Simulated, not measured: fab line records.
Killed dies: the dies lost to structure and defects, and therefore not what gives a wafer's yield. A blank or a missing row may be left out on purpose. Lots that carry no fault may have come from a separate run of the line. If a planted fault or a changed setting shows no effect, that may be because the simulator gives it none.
Commonality check across tools :: flow nand harc :: 2 lots and 6 wafers in the sample

== REASON FOR OPENING ==
At NHARC_END_SORT_01 the reading killed dies is flagged on 2 of 2 lots. No-fault wafers: 32, standard deviation 9.
Rule: a lot is flagged in two cases, either no wafer of it has a number, or all its wafers with numbers fall more than 4 standard deviations from that mean. The other lots count as sound.

lot: L472
measured: day 22 00:27
on: prober-02
killed dies, wafer by wafer: 677 677 677
flag: FLAGGED

lot: L473
measured: day 23 06:07
on: prober-02
killed dies, wafer by wafer: 677 677 677
flag: FLAGGED
The mean of the flagged lots' numbers is 677, +645 from the usual (+72 standard deviations).

== EACH LOT AND THE TOOL IT RAN ON ==
Before the reading, the record contains 4 process steps out of a 1159-step route. Cell contents, in order: the tool; ch with the chambers the sampled wafers went through; the start.
lot: L472
flag: FLAGGED
NHARC_A_STAIRCASE_STRIP_205: plasma asher-01 ch 0,1, day 13 04:34
NHARC_A_STAIRCASE_ETCH_223: rie diel-05 ch 1,2,3, day 13 08:42 or earlier
NHARC_A_STAIRCASE_ETCH_225: rie diel-05 ch 1,2,3, day 13 08:42 or earlier
NHARC_A_STAIRCASE_ETCH_234: rie diel-13 ch 0,2,3, day 13 08:42

lot: L473
flag: FLAGGED
NHARC_A_STAIRCASE_STRIP_205: plasma asher-02 ch 1, day 13 03:52
NHARC_A_STAIRCASE_ETCH_223: rie diel-05 ch 1,3, day 13 07:52 or earlier
NHARC_A_STAIRCASE_ETCH_225: rie diel-05 ch 0,3, day 13 07:52 or earlier
NHARC_A_STAIRCASE_ETCH_234: rie diel-09 ch 2,3, day 13 07:52
What the steps here do:
- NHARC_A_STAIRCASE_STRIP_205: strips in O2.
- NHARC_A_STAIRCASE_ETCH_223: etches the open film in C4F8/O2, target depth 100 nm, time 40.5 s.
- NHARC_A_STAIRCASE_ETCH_225: etches the open film in C4F8/O2, target depth 100 nm, time 40.5 s.
- NHARC_A_STAIRCASE_ETCH_234: etches the open film in C4F8/O2, target depth 100 nm, time 40.5 s.
- NHARC_END_SORT_01

== FLAGGED OVER TOTAL, TOOL BY TOOL (the gauges that took the reading come last) ==
step: NHARC_A_STAIRCASE_STRIP_205
tool: plasma asher-01
lots run: 1
flagged: 1
share of the flagged lots: some
sound lots run after its first flagged lot: 0

step: NHARC_A_STAIRCASE_STRIP_205
tool: plasma asher-02
lots run: 1
flagged: 1
share of the flagged lots: some
sound lots run after its first flagged lot: 0

step: NHARC_A_STAIRCASE_ETCH_223
tool: rie diel-05
lots run: 2
flagged: 2
share of the flagged lots: all
sound lots run after its first flagged lot: 0

step: NHARC_A_STAIRCASE_ETCH_225
tool: rie diel-05
lots run: 2
flagged: 2
share of the flagged lots: all
sound lots run after its first flagged lot: 0

step: NHARC_A_STAIRCASE_ETCH_234
tool: rie diel-09
lots run: 1
flagged: 1
share of the flagged lots: some
sound lots run after its first flagged lot: 0

step: NHARC_A_STAIRCASE_ETCH_234
tool: rie diel-13
lots run: 1
flagged: 1
share of the flagged lots: some
sound lots run after its first flagged lot: 0

step: NHARC_END_SORT_01
tool: prober-02
lots run: 2
flagged: 2
share of the flagged lots: all
sound lots run after its first flagged lot: 0
NHARC_A_STAIRCASE_ETCH_223: start missing for some lots; hours and lot order therefore follow NHARC_A_STAIRCASE_ETCH_234. NHARC_A_STAIRCASE_ETCH_225: start missing for some lots; hours and lot order therefore follow NHARC_A_STAIRCASE_ETCH_234.

== WHAT THE TABLE PERMITS ==
Rows of the table that ran every flagged lot, 3 in all: rie diel-05 at NHARC_A_STAIRCASE_ETCH_223, rie diel-05 at NHARC_A_STAIRCASE_ETCH_225, prober-02 at NHARC_END_SORT_01.
- rie diel-05 at NHARC_A_STAIRCASE_ETCH_223: 2 of its 2 lots flagged. Because this sample shows no sound lot run on it before its first flagged lot, the start cannot be pinned down more closely.
- rie diel-05 at NHARC_A_STAIRCASE_ETCH_225: 2 of its 2 lots flagged. Because this sample shows no sound lot run on it before its first flagged lot, the start cannot be pinned down more closely.
- prober-02 at NHARC_END_SORT_01: 2 of its 2 lots flagged. Because this sample shows no sound lot run on it before its first flagged lot, the start cannot be pinned down more closely.
Because each of these 2 tools fits a fault that began at some hour, counting lots does not separate them. More lots, or a look at what each step does to the wafer, might.

== WHAT THE SIMULATOR HAD PUT IN ==
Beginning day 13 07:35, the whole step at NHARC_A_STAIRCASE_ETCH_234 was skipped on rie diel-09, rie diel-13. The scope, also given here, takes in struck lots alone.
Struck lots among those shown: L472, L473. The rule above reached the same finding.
